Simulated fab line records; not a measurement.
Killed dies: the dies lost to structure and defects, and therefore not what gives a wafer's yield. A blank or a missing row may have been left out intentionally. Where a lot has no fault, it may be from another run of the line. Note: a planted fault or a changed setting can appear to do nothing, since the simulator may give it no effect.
Matching of chambers	flow nand_harc	rie_diel-07 running NHARC_A_STAIRCASE_ETCH_253: 4 sister chambers
The step etches the open film in C4F8/O2, target depth 50 nm, time 20.2 s. 18 wafers are shown with their chamber, then 9 later ones without.

## WAFERS WITH THEIR CHAMBER
wafer	chamber	rf_vpp_V (V)	oes_product_au (a.u.)
L076.2	1	889	0.988
L076.4	3	892	0.960
L076.5	1	889	0.980
L083.1	0	889	0.932
L083.4	0	890	0.938
L083.6	1	887	0.955
L087.1	1	887	0.987
L087.2	2	903	0.947
L087.6	2	902	0.956
L088.1	3	892	0.949
L088.4	1	888	0.971
L088.5	3	892	0.953
L089.1	0	889	0.951
L089.2	2	902	0.951
L089.5	0	889	0.953
L092.1	0	890	0.959
L092.2	3	891	0.945
L092.3	1	888	0.994

SIGNATURES (averages over the wafers above)
reading	chamber 0	chamber 1	chamber 2	chamber 3	scatter within a chamber
rf_vpp_V	889.40	888.00	902.33	891.75	0.687
oes_product_au	0.94660	0.97917	0.95133	0.95175	0.0109
Rule: distance of a wafer from a chamber = root of the sum over the readings of ((wafer's reading minus chamber's mean) / reading's scatter) squared. The wafer belongs to the nearest chamber; if the next one is less than 2 further off, it can't be placed. The scatter: the root of (the sum of the squares of (reading less its chamber's mean) over the shown wafers, divided by (wafers less chambers)).

## WAFERS WITH NO CHAMBER GIVEN
wafer	rf_vpp_V (V)	oes_product_au (a.u.)
L091.1	888	0.980
L091.2	889	0.975
L091.3	891	0.955
L091.4	902	0.954
L091.5	890	0.940
L091.6	890	0.963
L096.1	893	0.950
L096.5	902	0.977
L096.6	887	0.982

## WHICH CHAMBER EACH WENT THROUGH
wafer	from the rows above	in truth
L091.1	1	1
L091.2	can't be placed: 1 or 0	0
L091.3	can't be placed: 3 or 0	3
L091.4	2	2
L091.5	can't be placed: 0 or 3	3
L091.6	can't be placed: 0 or 3 or 1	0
L096.1	3	3
L096.5	2	2
L096.6	1	1
Placed correctly: 5 of 9. Unplaceable from these rows: 4, with the true chamber sitting among the candidates in 4. Number placed wrongly: 0.
